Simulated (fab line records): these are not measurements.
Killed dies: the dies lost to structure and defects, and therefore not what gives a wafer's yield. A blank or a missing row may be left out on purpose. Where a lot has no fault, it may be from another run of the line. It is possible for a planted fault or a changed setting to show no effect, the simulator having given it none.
Matching of chambers	flow nand-harc	3 sister chambers for NHARC_A_STAIRCASE_DEP_156 on pecvd-04
The step deposits SiNx, target thk 50 nm. 3 wafers are shown with their chamber, then 9 later ones without.

== WAFERS, EACH WITH ITS CHAMBER ==
wafer	chamber	heater-power-w (W)
L088.1	1	767
L088.2	2	839
L088.3	0	676

== WAFERS WITH NO CHAMBER GIVEN ==
wafer	heater-power-w (W)
L091.1	794
L091.3	742
L091.5	563
L092.1	715
L092.4	634
L092.6	830
L094.3	632
L094.4	645
L094.6	665

== CHAMBER TAKEN BY EACH ==
wafer	from the rows above	in truth
L091.1	can't be placed: 1 or 2 or 0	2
L091.3	can't be placed: 1 or 0 or 2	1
L091.5	can't be placed: 0 or 1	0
L092.1	can't be placed: 0 or 1 or 2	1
L092.4	can't be placed: 0 or 1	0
L092.6	can't be placed: 2 or 1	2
L094.3	can't be placed: 0 or 1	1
L094.4	can't be placed: 0 or 1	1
L094.6	can't be placed: 0 or 1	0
Correctly placed: 0 of 9. These rows do not allow placing 9 (true chamber among the candidates in 9). Wrongly placed: 0.
How it was worked out, from the rows above alone: a wafer's distance from a chamber is the root of the sum, over the readings, of the square of ((its reading less the chamber's mean) divided by the reading's scatter). The wafer belongs to the nearest chamber; if the next one is less than 2 further off, it can't be placed. A chamber's mean is the mean of its shown wafers. The scatter (one wafer shown for each chamber): square how far every hidden wafer sits from the nearest shown wafer, average those squares and take the square root.
